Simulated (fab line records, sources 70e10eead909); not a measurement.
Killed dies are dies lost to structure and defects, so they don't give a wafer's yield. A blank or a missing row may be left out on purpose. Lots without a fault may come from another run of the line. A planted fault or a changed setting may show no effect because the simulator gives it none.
Chamber matching | flow nand_harc | NHARC_A_STAIRCASE_ALD_415 on ald_hk-01: 4 sister chambers
The step deposits SiO2, target thk 30 nm, pulse time 6 s, ald cycles 300. 4 wafers are shown with their chamber, then 12 later ones without.

WAFERS WITH THEIR CHAMBER
wafer  | chamber | heater_power_w (W)
L085.4 | 3       | 460
L086.3 | 2       | 433
L088.5 | 0       | 518
L088.6 | 1       | 392

WAFERS WITHOUT THEIR CHAMBER
wafer  | heater_power_w (W)
L090.1 | 382
L090.3 | 540
L090.4 | 431
L091.2 | 455
L091.3 | 385
L091.4 | 438
L095.2 | 437
L095.4 | 389
L095.1 | 525
L095.3 | 439
L095.5 | 459
L095.6 | 544

WHICH CHAMBER EACH WENT THROUGH
wafer  | from the rows above     | in truth
L090.1 | 1                       | 1
L090.3 | 0                       | 0
L090.4 | 2                       | 2
L091.2 | can't be placed: 3 or 2 | 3
L091.3 | 1                       | 1
L091.4 | can't be placed: 2 or 3 | 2
L095.2 | can't be placed: 2 or 3 | 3
L095.4 | 1                       | 1
L095.1 | 0                       | 0
L095.3 | can't be placed: 2 or 3 | 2
L095.5 | 3                       | 3
L095.6 | 0                       | 0
Placed correctly: 8 of 12. Can't be placed from these rows: 4 (the true chamber is among the candidates in 4). Placed wrongly: 0.
How it was worked out, from the rows above alone: a wafer's distance from a chamber is the root of the sum, over the readings, of the square of ((its reading less the chamber's mean) divided by the reading's scatter). The wafer belongs to the nearest chamber; if the next one is less than 2 further off, it can't be placed. A chamber's mean is the mean of its shown wafers. The scatter: with one shown wafer a chamber, the root of the mean of the squares of how far each hidden wafer lies from its nearest shown one.
